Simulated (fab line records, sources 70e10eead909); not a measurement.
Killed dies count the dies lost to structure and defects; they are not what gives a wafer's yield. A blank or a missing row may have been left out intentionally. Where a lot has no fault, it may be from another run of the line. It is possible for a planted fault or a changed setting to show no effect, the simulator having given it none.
8D (eight disciplines) problem report, filled in by code	flow nand harc	the parts of the form that need people (team, actions taken, sign-off) are left out

## 1. WHAT IS WRONG
heater power total W at NHARC_A_CONTACT_SOFTBAKE_37 reads a mean of 222.73 W on 3 wafers of 2 lots; wafers without a fault read 188.42 W with a standard deviation of 0.12. So: +99 or more standard deviations from the usual mean.
The step: time 55 s.
Seen first at day 18 15:00 on litho track-04, wafer L624.1. Wafers with a number at this step in the record: 42, from 14 lots. By rule, "out" or "out of limits" means more than 4 standard deviations away from the usual mean. The rest of the wafers with a number are treated as sound.

## 2. WHAT IT IS, WHAT IT ISN'T
question	is	is not
which readings at this step	heater power total W	-
which lots	L624, L629	L614, L615, L616, L617, L618, L621, L631, L632, L633, L635, L636, L637
which wafers of those lots	L624.1, L624.4, L629.4	L624.3, L629.2, L629.6
read on which tools	litho track-04	litho track-01, litho track-06
when	from day 18 15:00	up to then (16 sound wafers); but 23 sound wafers of L621, L629, L631, L632, L633, L635, L636, L637 came after

## 3. WHAT RULES OUT EACH SUSPECT
Counting: a tool at a process step up to the reading stays a suspect if it ran every lot that is out. Sound lots after the first of them don't rule it out here, since some wafers of a struck lot are sound.
- litho track-04 at NHARC_A_CONTACT_SOFTBAKE_37 (time 55 s): kept. Ran every lot that is out, first one L624 (day 18 15:00); last sound lot up to then L614 (day 17 01:00). Out on those wafers are its own readings of heater power total W.
Left after counting: litho track-04 at NHARC_A_CONTACT_SOFTBAKE_37.

## 4. THE CAUSE (what the simulator had put in)
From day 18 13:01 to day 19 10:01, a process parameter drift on litho track-04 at NHARC_A_CONTACT_SOFTBAKE_37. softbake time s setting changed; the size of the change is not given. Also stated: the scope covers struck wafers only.
Counting left only this tool.

## 5. THE CHAIN OF EFFECTS, in route order
Each row: a reading where the mean over the struck wafers with a number is more than 3 standard deviations away from the usual. Scope: only readings with a usual standard deviation given in the record; hours: median across lots of the time from each lot's start at the first step in this table that gives one to its start at this step; sigmas: change in usual standard deviations.
hours	step	reading	usual	on struck wafers	change	sigmas
0	NHARC_A_CONTACT_SOFTBAKE_37	heater power total W	188.42 W	222.73	+34.31	+99 or more
The process steps in it:
- NHARC_A_CONTACT_SOFTBAKE_37: time 55 s.
At these later measuring or inspecting steps, every struck wafer for which the step has a row has a number for every such reading, and none has moved that far: NHARC_A_CONTACT_INSPECT_44, NHARC_END_SORT_01.

## 6. HOW IT WOULD HAVE BEEN CAUGHT EARLIER
The fault began at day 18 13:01; the first out-of-limits reading in this record came at day 18 15:00, 2 hours later.
